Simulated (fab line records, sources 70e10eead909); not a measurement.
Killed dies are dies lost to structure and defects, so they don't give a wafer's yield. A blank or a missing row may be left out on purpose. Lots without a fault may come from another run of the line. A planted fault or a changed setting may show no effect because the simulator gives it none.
fab line records | flow nand_harc
record lots=24 wafers=72 last_day=33
route steps=1302 shown A_ONON_D1@447 A_CHANNEL_HOLE_D1@468 A_CHANNEL_FILL_D1@506 A_ONON_D2@546
lots that met no fault: from a run of the same line without faults
start_h: hours from the record's first day to the start of the lot's first wafer shown | wait_h: hours since the lot's step before | " the same as in the row above | L1.1+2: a row that stands for several wafers | - no value, or no start given | * or withheld: withheld | < > ~ a bound
route shown NAME@n: a module of which the file shows steps, and the number in the route of the first | usual: mean/standard deviation of fault-free wafers | same: alike in all rows | chamber/n: place in a boat | sites: the reading at each site | _std_site: their standard deviation | _edge_site: outer sites' mean less inner sites' | radius_mm: how far each site lies from the wafer's centre | mask NAME#n: copy n | behind: the tool/chamber that last shaped the wafer | hold: why the lot was held/for how many hours/how that ended | device: the transistor (n, p or np) that didn't switch | end of line: the same wafers' tests at the end of the route | a step without rows: its recipe alone | killed: dies lost to structure and defects at the first sort, not the wafer's yield | map: a wafer's dies, x killed, . not, _ none there
set.NAME: the setting as run; set.NAME@STEP: as run at that earlier step | model.NAME: the simulator's own value behind a step, which no gauge read
steps of the route over a sample of lots; a table a step, a row a wafer
services: from which hour (start_h, from the record's first day; less than 0 if before it) a tool's chamber was out of use, for how many hours, and why
## steps
# step NHARC_A_ONON_D1_THK_MEAS_34
# recipe thk_meas_gauge=ellipsometry
# usual thk_nm=200.3/2.7
# columns lot.wafer tool chamber start_h wait_h thk_nm
L074.1 film_metro-02 - 175.96 0.4 199.9
L074.4 " - " " 203.1
L074.5 " - " " 197.7
L075.1 film_metro-01 - 182.74 - 195.1
L075.5 " - " " 198.0
L075.6 " - " " 200.0
L076.2 film_metro-01 - 196.33 - 204.0
L076.3 " - " " 199.9
L076.4 " - " " 201.6
L077.2 film_metro-02 - 204.65 - 204.1
L077.5 " - " " 202.4
L077.6 " - " " 206.8
L078.1 film_metro-02 - 210.27 - 198.2
L078.3 " - " " 198.2
L078.5 " - " " 199.5
L079.3 film_metro-01 - 222.36 - 199.2
L079.5 " - " " 200.4
L079.6 " - " " 200.0
L080.4 film_metro-02 - 239.77 - 201.9
L080.5 " - " " 201.7
L080.6 " - " " 203.5
L081.1 film_metro-01 - 247.80 - 197.7
L081.2 " - " " 194.7
L081.3 " - " " 197.2
L082.3 film_metro-01 - 251.93 - 198.5
L082.4 " - " " 201.0
L082.5 " - " " 199.6
L083.1 film_metro-02 - 269.70 - 195.0
L083.4 " - " " 199.0
L083.6 " - " " 200.7
L084.2 film_metro-01 - 276.24 - 202.1
L084.3 " - " " 199.3
L084.6 " - " " 204.5
L085.2 film_metro-02 - 284.05 - 200.2
L085.3 " - " " 195.3
L085.4 " - " " 202.3
L086.1 film_metro-02 - 292.46 - 199.7
L086.4 " - " " 202.5
L086.6 " - " " 200.0
L087.2 film_metro-02 - 300.67 - 196.3
L087.4 " - " " 199.1
L087.5 " - " " 197.9
L089.3 film_metro-01 - 327.78 - 198.6
L089.4 " - " " 201.6
L089.5 " - " " 202.8
L088.2 film_metro-02 - 327.84 - 198.9
L088.3 " - " " 197.7
L088.5 " - " " 200.8
L091.1 film_metro-02 - 336.86 - 196.3
L091.3 " - " " 194.4
L091.4 " - " " 199.7
L090.1 film_metro-01 - 336.88 - 197.4
L090.3 " - " " 203.1
L090.6 " - " " 203.7
L092.1 film_metro-02 - 353.64 - 202.7
L092.2 " - " " 201.3
L092.5 " - " " 203.7
L094.1 film_metro-01 - 372.91 - 197.0
L094.4 " - " " 199.4
L094.5 " - " " 202.7
L093.3 film_metro-01 - 373.07 - 199.0
L093.5 " - " " 205.2
L093.6 " - " " 203.9
L095.2 film_metro-02 - 390.67 - 200.6
L095.5 " - " " 203.3
L095.6 " - " " 203.3
L096.1 film_metro-01 - 390.68 - 200.3
L096.5 " - " " 200.6
L096.6 " - " " 202.7
L097.1 film_metro-01 - 398.64 - 201.9
L097.4 " - " " 202.3
L097.5 " - " " 203.6
# step NHARC_A_CHANNEL_HOLE_D1_ETCH_34
# recipe target_depth_a=1540 time_s=77 cf4_flow_sccm=100 chf3_flow_sccm=30 ar_flow_sccm=0 rf_w=500 bias_w=200 chemistry=CF4/CHF3
# usual cf4_flow_sccm=100.03/0.3 drypump_motor_current_A=5.9/0.41 mfc_ar_sccm=0.006/0.0092 oes_product_au=0.939/0.024 rf_vpp_V=369.9/2.4 showerhead_plenum_p_Torr=1.55/0.068 throttle_valve_pct=16.803/0.0089
# columns lot.wafer tool chamber start_h wait_h cf4_flow_sccm drypump_motor_current_A mfc_ar_sccm oes_product_au rf_hours_counter_h rf_vpp_V showerhead_plenum_p_Torr throttle_valve_pct
L074.1 rie_diel-05 3 - - 100.18 5.8 0.004 0.959 45 368.9 1.50 16.801
L074.4 " 0 " " 99.51 6.7 0 0.974 42 368.2 1.50 16.804
L074.5 " 3 " " 100.11 5.8 0.004 0.971 - 367.6 1.50 16.816
L075.1 rie_diel-08 2 - - 100.36 5.6 0 0.942 12 370.2 1.56 16.792
L075.5 " 3 " " 99.51 6.3 0.021 0.948 - 374.7 1.68 16.806
L075.6 " 0 " " 100.11 5.5 0 0.936 - 367.7 1.48 16.815
L076.3 rie_diel-08 3 - - 100.08 6.3 0.021 0.938 0 373.4 1.68 16.795
L076.4 " 0 " " 99.75 5.5 0 0.949 0 369.3 1.48 16.799
L076.2 " 2 " " 100.09 5.6 0 0.969 0 370.4 1.56 16.806
L077.2 rie_diel-08 3 - - 100.42 6.3 0.021 0.961 1 374.1 1.68 16.799
L077.5 " 3 " " 100.40 6.3 0.021 0.954 - 375.8 1.68 16.808
L077.6 " 0 " " 100.25 5.5 0 0.967 - 368.3 1.48 16.803
L078.1 rie_diel-08 2 - - 99.67 5.6 0 0.966 2 371.8 1.56 16.791
L078.3 " 0 " " 99.90 5.5 0 0.949 2 368.8 1.48 16.795
L078.5 " 2 " " 99.97 5.6 0 0.964 - 369.1 1.56 16.784
L079.3 rie_diel-05 0 - - 99.72 6.7 0 0.921 55 367.6 1.49 16.804
L079.5 " 2 " " 100.34 6.2 0.004 0.923 - 370.8 1.61 16.801
L079.6 " 3 " " 100.26 5.8 0.004 0.927 - 368.3 1.50 16.793
L080.4 rie_diel-08 2 - - 99.73 5.6 0 0.950 4 370.2 1.56 16.806
L080.5 " 2 " " 99.41 5.6 0 0.948 - 368.5 1.56 16.805
L080.6 " 3 " " 99.90 6.4 0.021 0.954 - 374.5 1.68 16.825
L081.3 rie_diel-08 0 - - 100.42 5.5 0 0.974 5 368.2 1.48 16.813
L081.2 " 1 " " 100.03 6.2 0 0.967 5 370.0 1.52 16.793
L081.1 " 2 " " 100.07 5.6 0 0.953 5 369.0 1.56 16.804
L082.4 rie_diel-08 1 - - 99.97 6.2 0 0.918 5 369.9 1.52 16.808
L082.3 " 2 " " 99.59 5.6 0 0.909 5 370.8 1.56 16.790
L082.5 " 2 " " 100.15 5.6 0 0.922 - 372.7 1.56 16.805
L083.4 rie_diel-08 2 - - 100.07 5.6 0 0.909 6 369.9 1.56 16.814
L083.1 " 3 " " 99.81 6.3 0.021 0.914 7 374.5 1.68 16.806
L083.6 " 3 " " 100.19 6.3 0.021 0.925 - 375.7 1.68 16.798
L084.3 rie_diel-08 0 - - 100.27 5.5 0 0.922 8 367.7 1.48 16.805
L084.2 " 1 " " 100.29 6.2 0 0.917 8 368.5 1.52 16.814
L084.6 " 3 " " 100.63 6.3 0.021 0.908 - 374.7 1.68 16.789
L085.2 rie_diel-04 2 - - 99.90 5.6 0.034 0.923 31 369.5 1.55 16.785
L085.4 " 0 " " 99.69 6.6 0 0.938 31 372.0 1.61 16.791
L085.3 " 1 " " 99.85 5.6 0 0.918 24 371.5 1.59 16.801
L086.4 rie_diel-08 1 - - 99.87 6.2 0 0.921 9 368.2 1.52 16.812
L086.1 " 3 " " 99.65 6.4 0.021 0.917 9 374.1 1.68 16.801
L086.6 " 1 " " 99.83 6.2 0 0.908 - 369.8 1.52 16.816
L087.2 rie_diel-05 1 - - 100.47 5.3 0.016 0.935 19 368.3 1.51 16.800
L087.4 " 0 " " 100.00 6.7 0 0.924 21 369.0 1.49 16.794
L087.5 " 2 " " 99.85 6.2 0.004 0.919 - 370.2 1.61 16.812
L089.3 rie_diel-08 0 332.62 0.2 100.28 5.5 0 0.919 - 368.1 1.48 16.804
L089.4 " 1 " " 100.20 6.2 0 0.908 - 370.2 1.52 16.791
L089.5 " 0 " " 99.97 5.5 0 0.913 - 367.6 1.48 16.793
L088.2 rie_diel-08 1 - - 100.55 6.2 0 0.918 13 369.6 1.52 16.792
L088.3 " 0 " " 99.87 5.5 0 0.930 13 366.2 1.48 16.812
L088.5 " 0 " " 99.71 5.5 0 0.914 - 367.4 1.48 16.805
L091.3 rie_diel-08 1 - - 99.91 6.2 0 0.909 14 369.7 1.52 16.812
L091.1 " 2 " " 99.92 5.6 0 0.906 12 371.0 1.56 16.810
L091.4 " 1 " " 99.03 6.2 0 0.906 - 369.7 1.52 16.804
L090.1 rie_diel-05 2 - - 100.16 6.2 0.004 0.916 31 372.3 1.60 16.798
L090.3 " 0 " " 100.16 6.7 0 0.925 30 366.8 1.49 16.793
L090.6 " 2 " " 100.24 6.3 0.004 0.912 - 372.3 1.60 16.790
L092.1 rie_diel-08 3 - - 100.07 6.3 0.021 0.908 10 373.3 1.68 16.819
L092.2 " 1 " " 100.32 6.2 0 0.909 16 367.3 1.52 16.791
L092.5 " 3 " " 100.35 6.3 0.021 0.916 - 374.1 1.68 16.819
L094.4 rie_diel-05 1 - - 99.79 5.3 0.016 0.972 39 368.9 1.51 16.793
L094.1 " 0 " " 100.30 6.7 0 0.971 40 368.3 1.48 16.799
L094.5 " 2 " " 99.44 6.2 0.004 0.968 - 372.3 1.60 16.796
L093.3 rie_diel-04 3 - - 99.96 5.6 0 0.962 4 366.8 1.47 16.811
L093.6 " 2 " " 100.43 5.6 0.034 0.963 - 370.8 1.54 16.791
L093.5 " 3 " " 99.83 5.6 0 0.952 - 366.8 1.47 16.797
L095.2 rie_diel-08 3 - - 100.00 6.3 0.021 0.977 1 375.2 1.68 16.804
L095.6 " 2 " " 100.29 5.6 0 0.975 - 371.4 1.56 16.798
L095.5 " 3 " " 100.53 6.4 0.021 0.975 - 373.5 1.68 16.802
L096.1 rie_diel-05 1 - - 100.37 5.3 0.016 0.923 46 368.9 1.51 16.809
L096.5 " 1 " " 100.21 5.3 0.016 0.925 - 367.3 1.51 16.802
L096.6 " 2 " " 100.18 6.2 0.004 0.916 - 371.5 1.60 16.809
L097.4 rie_diel-08 2 - - 100.11 5.5 0 0.960 2 369.1 1.56 16.804
L097.1 " 0 " " 100.03 5.5 0 0.967 3 367.0 1.47 16.819
L097.5 " 2 " " 99.88 5.6 0 0.962 - 370.2 1.56 16.801
# step NHARC_A_CHANNEL_HOLE_D1_ETCH_22
# recipe bias_v=3000 source_w=withheld pressure_mtorr=20 time_s=666.7 ar_flow_sccm=375 c4f8_flow_sccm=89.3 o2_flow_sccm=35.7 temp_c=-20 target_depth_a=16000 chemistry=C4F8/O2/Ar
# usual drypump_motor_current_A=5.3/0.48 mfc_ar_sccm=375.1/1.1 o2_flow_sccm=35.72/0.12 showerhead_plenum_p_Torr=3.70/0.067 throttle_valve_pct=32.155/0.0093
# columns lot.wafer tool chamber start_h wait_h drypump_motor_current_A mfc_ar_sccm o2_flow_sccm rf_hours_counter_h showerhead_plenum_p_Torr throttle_valve_pct
L074.1 har_etch-02 1 181.83 0.4 5.1 375.1 35.79 288 3.77 32.156
L074.4 " 0 " " 4.8 374.0 35.77 - 3.66 32.169
L074.5 " 0 " " 4.8 374.7 35.67 - 3.66 32.157
L075.1 har_etch-02 0 187.99 0.4 4.8 374.8 35.63 292 3.66 32.145
L075.6 " 0 " " 4.8 374.8 35.70 - 3.66 32.142
L075.5 " 1 " " 5.1 376.5 35.69 - 3.77 32.140
L076.2 har_etch-02 0 203.92 0.4 4.8 375.6 35.68 303 3.66 32.147
L076.3 " 1 " " 5.2 373.3 35.52 - 3.76 32.144
L076.4 " 0 " " 4.8 378.3 35.79 - 3.66 32.166
L077.2 har_etch-01 1 211.45 0.4 6.1 375.6 35.75 104 3.70 32.162
L077.5 " 1 " " 6.1 372.8 35.63 - 3.70 32.140
L077.6 " 0 " " 5.8 375.3 35.84 - 3.72 32.161
L078.1 har_etch-02 0 215.27 0.4 4.8 373.4 35.59 311 3.65 32.142
L078.3 " 0 " " 4.8 374.0 35.70 - 3.65 32.145
L078.5 " 1 " " 5.1 375.0 35.74 - 3.76 32.160
L079.3 har_etch-01 0 227.61 0.4 5.7 374.9 35.56 - 3.72 32.144
L079.5 " 0 " " 5.7 375.2 35.71 - 3.72 32.157
L079.6 " 1 " " 6.0 376.1 35.44 - 3.69 32.148
L080.4 har_etch-01 0 245.09 0.4 5.7 374.2 35.63 - 3.72 32.157
L080.5 " 1 " " 6.1 375.3 35.82 - 3.69 32.148
L080.6 " 0 " " 5.7 373.3 35.44 - 3.72 32.169
L081.2 har_etch-01 1 254.33 0.4 6.1 375.0 35.57 127 3.68 32.134
L081.1 " 0 " " 5.7 375.6 35.83 127 3.71 32.140
L081.3 " 1 " " 6.1 376.9 35.58 - 3.68 32.155
L082.3 har_etch-02 1 257.93 0.4 5.1 374.7 35.59 - 3.75 32.176
L082.4 " 0 " " 4.8 377.1 35.75 - 3.64 32.160
L082.5 " 1 " " 5.1 376.8 35.62 - 3.75 32.157
L083.1 har_etch-02 1 277.62 0.4 5.1 376.6 35.84 348 3.74 32.152
L083.4 " 0 " " 4.8 374.9 35.75 - 3.63 32.161
L083.6 " 1 " " 5.1 374.7 35.93 - 3.74 32.154
L084.2 har_etch-01 1 282.28 0.4 6.1 374.0 35.69 146 3.67 32.163
L084.3 " 0 " " 5.7 375.6 35.79 - 3.70 32.136
L084.6 " 1 " " 6.1 372.4 35.83 - 3.67 32.162
L085.2 har_etch-02 0 290.30 0.4 4.8 375.8 35.62 352 3.63 32.169
L085.3 " 1 " " 5.2 376.7 35.91 - 3.74 32.156
L085.4 " 0 " " 4.8 376.1 35.78 - 3.63 32.146
L086.1 har_etch-02 0 298.60 0.4 4.8 374.0 35.92 360 3.63 32.160
L086.4 " 0 " " 4.8 374.6 35.83 - 3.63 32.150
L086.6 " 1 " " 5.1 374.6 36.03 - 3.73 32.154
L087.2 har_etch-02 1 305.82 0.4 5.2 375.4 35.58 364 3.73 32.150
L087.4 " 0 " " 4.8 375.3 35.88 - 3.62 32.165
L087.5 " 0 " " 4.8 375.2 35.76 - 3.62 32.151
L089.3 har_etch-02 1 335.01 0.4 5.1 375.7 36.04 - 3.72 32.163
L089.4 " 0 " " 4.8 375.2 35.62 - 3.62 32.157
L089.5 " 1 " " 5.2 375.3 36.04 - 3.72 32.162
L088.2 har_etch-01 0 335.48 0.4 5.7 375.9 35.67 173 3.69 32.164
L088.3 " 0 " " 5.8 375.9 35.58 - 3.69 32.153
L088.5 " 1 " " 6.1 376.8 35.69 - 3.66 32.164
L091.1 har_etch-02 0 342.18 0.4 4.8 374.5 35.73 379 3.62 32.159
L091.3 " 0 " " 4.8 373.8 35.64 - 3.61 32.148
L091.4 " 1 " " 5.2 374.5 35.79 - 3.72 32.172
L090.1 har_etch-01 0 342.43 0.4 5.8 374.5 35.69 177 3.68 32.146
L090.3 " 0 " " 5.7 373.5 35.72 - 3.68 32.159
L090.6 " 1 " " 6.1 373.6 35.82 - 3.66 32.148
L092.2 har_etch-02 1 368.70 0.4 5.1 375.3 35.60 387 3.72 32.138
L092.1 " 0 " " 4.8 378.0 35.85 402 3.60 32.151
L092.5 " 0 " " 4.8 376.3 35.77 - 3.60 32.142
L094.1 har_etch-01 1 378.36 0.4 6.1 375.0 35.66 203 3.64 32.164
L094.4 " 1 " " 6.0 376.4 35.76 - 3.64 32.165
L094.5 " 0 " " 5.8 375.0 35.80 - 3.67 32.153
L093.3 har_etch-02 0 379.08 0.4 4.8 375.9 35.80 - 3.60 32.154
L093.6 " 0 " " 4.8 376.0 35.62 - 3.60 32.163
L093.5 " 1 " " 5.2 375.1 35.62 - 3.71 32.175
L095.2 har_etch-01 1 398.03 0.4 6.1 374.7 35.51 215 3.63 32.169
L095.5 " 0 " " 5.7 376.4 35.85 - 3.66 32.169
L095.6 " 1 " " 6.1 375.8 35.76 - 3.63 32.142
L096.1 har_etch-02 1 400.17 0.4 5.2 375.3 35.72 1 3.71 32.152
L096.5 " 0 " " 4.8 375.9 35.54 - 3.93 32.131
L096.6 " 1 " " 5.2 374.8 35.61 - 3.71 32.165
L097.1 har_etch-02 1 408.12 0.4 5.2 375.4 35.73 8 3.71 32.136
L097.4 " 0 " " 4.8 376.3 35.86 - 3.93 32.152
L097.5 " 1 " " 5.1 373.7 35.59 - 3.71 32.162
# step NHARC_A_CHANNEL_HOLE_D1_XSEM_31
# recipe landing_energy_ev=35000
# usual bot_cd_nm=74.9/1.2 bow_nm=8.56/0.25 tilt_deg=0.07/0.032
# columns lot.wafer tool chamber start_h wait_h bot_cd_nm bow_nm tilt_deg
L074.1 xsem-02 0 186.57 0.1 74.5 8.71 0.08
L074.4 " 0 " " 75.9 8.78 0.08
L074.5 " 0 " " 73.4 8.66 0.09
L075.1 xsem-01 0 192.73 0.1 76.1 8.10 0.04
L075.5 " 0 " " 77.3 8.04 0.04
L075.6 " 0 " " 74.9 8.10 0.03
L076.2 xsem-01 0 208.51 0.1 76.3 8.68 0.11
L076.3 " 0 " " 74.9 8.72 0.11
L076.4 " 0 " " 76.7 8.63 0.11
L077.2 xsem-01 0 216.21 0.1 75.6 8.52 0.06
L077.5 " 0 " " 75.2 8.51 0.06
L077.6 " 0 " " 75.4 8.52 0.06
L078.1 xsem-02 0 219.91 0.1 76.8 8.17 0.08
L078.3 " 0 " " 74.9 8.19 0.08
L078.5 " 0 " " 75.4 8.24 0.08
L079.3 xsem-01 0 232.16 0.1 74.3 8.75 0.01
L079.5 " 0 " " 74.3 8.78 0.01
L079.6 " 0 " " 73.7 8.78 0.01
L080.4 xsem-02 0 249.56 0.1 76.3 8.70 0.05
L080.5 " 0 " " 75.6 8.74 0.05
L080.6 " 0 " " 75.5 8.80 0.05
L081.1 xsem-01 0 259.08 0.1 75.6 8.83 0.09
L081.2 " 0 " " 76.1 8.73 0.09
L081.3 " 0 " " 74.5 8.80 0.08
L082.3 xsem-02 0 262.47 0.1 75.4 8.18 0.02
L082.4 " 0 " " 74.5 8.17 0.02
L082.5 " 0 " " 73.9 8.18 0.02
L083.1 xsem-02 0 282.35 0.1 75.0 8.25 0.08
L083.4 " 0 " " 77.3 8.23 0.08
L083.6 " 0 " " 78.2 8.26 0.08
L084.2 xsem-01 0 287.06 0.1 72.7 8.33 0.11
L084.3 " 0 " " 75.2 8.28 0.11
L084.6 " 0 " " 72.7 8.27 0.11
L085.2 xsem-02 0 294.94 0.1 74.8 8.63 0.06
L085.3 " 0 " " 73.7 8.68 0.06
L085.4 " 0 " " 73.7 8.63 0.06
L086.1 xsem-01 0 303.25 0.1 76.0 8.50 0.08
L086.4 " 0 " " 74.8 8.47 0.08
L086.6 " 0 " " 74.9 8.52 0.08
L087.2 xsem-01 0 310.47 0.1 72.9 8.58 0.07
L087.4 " 0 " " 72.9 8.55 0.07
L087.5 " 0 " " 73.9 8.58 0.07
L089.3 xsem-01 0 339.81 0.1 74.2 8.52 0.11
L089.4 " 0 " " 73.3 8.64 0.11
L089.5 " 0 " " 74.9 8.65 0.11
L088.2 xsem-02 0 340.52 0.1 76.0 8.94 0.09
L088.3 " 0 " " 76.0 8.98 0.09
L088.5 " 0 " " 75.5 8.95 0.09
L091.1 xsem-01 0 347.12 0.1 73.9 8.56 0.05
L091.3 " 0 " " 75.9 8.59 0.05
L091.4 " 0 " " 74.6 8.61 0.05
L090.1 xsem-02 0 348.18 0.1 73.1 8.38 0.16
L090.3 " 0 " " 75.7 8.47 0.16
L090.6 " 0 " " 73.8 8.35 0.16
L092.1 xsem-01 0 373.45 0.1 75.5 8.36 0.08
L092.2 " 0 " " 75.3 8.32 0.08
L092.5 " 0 " " 73.2 8.33 0.08
L094.1 xsem-02 0 383.46 0.1 75.3 8.79 0.08
L094.4 " 0 " " 74.8 8.71 0.08
L094.5 " 0 " " 73.9 8.73 0.08
L093.3 xsem-02 0 383.67 0.1 73.4 8.67 0.03
L093.5 " 0 " " 75.0 8.70 0.03
L093.6 " 0 " " 73.9 8.77 0.03
L095.2 xsem-01 0 402.68 0.1 77.4 8.97 0.05
L095.5 " 0 " " 76.1 8.96 0.05
L095.6 " 0 " " 75.9 9.10 0.06
L096.1 xsem-02 0 404.80 0.1 75.9 8.66 0.03
L096.5 " 0 " " 76.2 8.71 0.04
L096.6 " 0 " " 75.0 8.64 0.04
L097.1 xsem-02 0 412.76 0.1 76.3 8.34 0.06
L097.4 " 0 " " 75.8 8.36 0.06
L097.5 " 0 " " 78.0 8.36 0.06
# step NHARC_A_CHANNEL_FILL_D1_THK_MEAS_06
# recipe thk_meas_gauge=ellipsometry
# usual thk_nm=5.1/0.93
# columns lot.wafer tool chamber start_h wait_h thk_nm
L074.1 film_metro-01 - 223.81 0.4 6.1
L074.4 " - " " 5.9
L074.5 " - " " 4.6
L075.1 film_metro-01 - 232.72 0.4 4.7
L075.5 " - " " 5.9
L075.6 " - " " 5.4
L076.2 film_metro-01 - 247.00 0.4 5.4
L076.3 " - " " 5.2
L076.4 " - " " 5.1
L078.1 film_metro-01 - 254.38 0.4 3.9
L078.3 " - " " 3.0
L078.5 " - " " 6.2
L077.2 film_metro-02 - 254.38 0.4 5.6
L077.5 " - " " 5.4
L077.6 " - " " 3.9
L079.3 film_metro-02 - 268.70 0.4 6.2
L079.5 " - " " 5.4
L079.6 " - " " 4.6
L080.4 film_metro-02 - 288.84 0.4 3.7
L080.5 " - " " 2.9
L080.6 " - " " 5.1
L081.1 film_metro-01 - 297.09 0.4 6.0
L081.2 " - " " 3.5
L081.3 " - " " 3.6
L082.3 film_metro-02 - 297.09 0.4 5.5
L082.4 " - " " 5.9
L082.5 " - " " 4.6
L083.1 film_metro-01 - 318.78 0.4 4.7
L083.4 " - " " 4.8
L083.6 " - " " 4.0
L084.2 film_metro-02 - 327.20 0.4 5.2
L084.3 " - " " 3.6
L084.6 " - " " 3.8
L085.2 film_metro-01 - 331.34 0.4 4.3
L085.3 " - " " 5.2
L085.4 " - " " 4.8
L086.1 film_metro-01 - 341.94 0.4 5.3
L086.4 " - " " 4.8
L086.6 " - " " 5.1
L087.2 film_metro-02 - 347.25 0.4 3.9
L087.4 " - " " 7.1
L087.5 " - " " 4.7
L089.3 film_metro-01 - 376.26 0.4 5.7
L089.4 " - " " 3.4
L089.5 " - " " 6.0
L088.2 film_metro-01 - 376.27 0.4 5.9
L088.3 " - " " 4.7
L088.5 " - " " 4.0
L091.1 film_metro-01 - 384.00 0.4 5.0
L091.3 " - " " 4.6
L091.4 " - " " 4.1
L090.1 film_metro-01 - 384.00 0.4 5.5
L090.3 " - " " 4.1
L090.6 " - " " 5.6
L092.1 film_metro-02 - 415.52 0.4 6.1
L092.2 " - " " 5.5
L092.5 " - " " 4.2
L094.1 film_metro-01 - 419.77 0.4 4.6
L094.4 " - " " 4.5
L094.5 " - " " 5.6
L093.3 film_metro-02 - 419.77 0.4 4.8
L093.5 " - " " 3.4
L093.6 " - " " 4.8
L095.2 film_metro-01 - 439.36 0.4 4.1
L095.5 " - " " 3.7
L095.6 " - " " 3.9
L096.1 film_metro-02 - 439.36 0.4 5.1
L096.5 " - " " 7.0
L096.6 " - " " 4.5
L097.1 film_metro-02 - 449.35 0.4 6.5
L097.4 " - " " 5.4
L097.5 " - " " 6.3
# step NHARC_A_ONON_D2_THK_MEAS_02
# recipe thk_meas_gauge=ellipsometry
# usual thk_nm=998/11
# columns lot.wafer tool chamber start_h wait_h thk_nm
L074.1 film_metro-02 - 271.63 - 1004
L074.4 " - " " 1004
L074.5 " - " " 1006
L075.1 film_metro-02 - 281.31 - 991
L075.5 " - " " 991
L075.6 " - " " 992
L076.2 film_metro-01 - 295.20 - 982
L076.3 " - " " 982
L076.4 " - " " 983
L077.2 film_metro-02 - 312.90 - 994
L077.5 " - " " 991
L077.6 " - " " 993
L078.1 film_metro-01 - 312.93 - 987
L078.3 " - " " 986
L078.5 " - " " 987
L079.3 film_metro-02 - 322.74 - 1002
L079.5 " - " " 1003
L079.6 " - " " 1003
L080.4 film_metro-02 - 335.16 - 977
L080.5 " - " " 976
L080.6 " - " " 975
L081.1 film_metro-02 - 341.00 - 990
L081.2 " - " " 991
L081.3 " - " " 991
L082.3 film_metro-01 - 341.01 - 985
L082.4 " - " " 985
L082.5 " - " " 986
L083.1 film_metro-01 - 367.28 - 1015
L083.4 " - " " 1015
L083.6 " - " " 1016
L084.2 film_metro-01 - 375.77 - 1018
L084.3 " - " " 1018
L084.6 " - " " 1018
L085.2 film_metro-01 - 379.49 - 992
L085.3 " - " " 994
L085.4 " - " " 993
L086.1 film_metro-01 - 386.51 - 994
L086.4 " - " " 997
L086.6 " - " " 996
L087.2 film_metro-01 - 392.32 - 1001
L087.4 " - " " 1003
L087.5 " - " " 1002
L088.2 film_metro-01 - 429.65 - 995
L088.3 " - " " 993
L088.5 " - " " 995
L089.3 film_metro-02 - 429.82 - 988
L089.4 " - " " 988
L089.5 " - " " 990
L090.1 film_metro-01 - 441.17 - 1003
L090.3 " - " " 1004
L090.6 " - " " 1004
L091.1 film_metro-01 - 441.57 - 992
L091.3 " - " " 992
L091.4 " - " " 993
L092.1 film_metro-01 - 466.04 - 1003
L092.2 " - " " 1002
L092.5 " - " " 1004
L093.3 film_metro-02 - 466.15 - 1016
L093.5 " - " " 1017
L093.6 " - " " 1015
L094.1 film_metro-01 - 466.30 - 1006
L094.4 " - " " 1008
L094.5 " - " " 1006
L096.1 film_metro-02 - 485.22 - 1006
L096.5 " - " " 1009
L096.6 " - " " 1005
L095.2 film_metro-01 - 485.24 - 1017
L095.5 " - " " 1017
L095.6 " - " " 1017
L097.1 film_metro-02 - 495.38 - 1003
L097.4 " - " " 1002
L097.5 " - " " 1003
## services
# columns tool chamber start_h hours kind
rie_diel-05 0 174.01 4.1 repair
rie_diel-04 - 180.72 9.0 pm
rie_diel-05 0 185.82 1.2 repair
rie_diel-08 - 190.80 9.0 pm
rie_diel-04 1 213.66 2.2 repair
rie_diel-05 - 229.66 9.0 pm
rie_diel-08 - 235.63 0.2 repair
rie_diel-05 3 264.60 8.2 repair
rie_diel-08 - 267.18 4.9 repair
rie_diel-08 1 282.07 4.5 repair
rie_diel-05 - 296.14 1.3 repair
rie_diel-05 - 313.51 12.1 repair
rie_diel-08 2 317.57 15.8 repair
rie_diel-08 3 318.71 36.2 repair
rie_diel-08 0 351.33 5.7 repair
rie_diel-04 - 357.72 9.0 pm
rie_diel-08 - 367.80 9.0 pm
xsem-01 - 374.00 14.0 pm
rie_diel-05 - 379.33 0.6 repair
rie_diel-08 3 381.38 3.0 repair
har_etch-02 - 382.21 17.0 pm
rie_diel-05 2 387.19 2.6 repair
rie_diel-04 2 396.83 6.5 repair
rie_diel-05 - 406.66 9.0 pm
## key
fault none
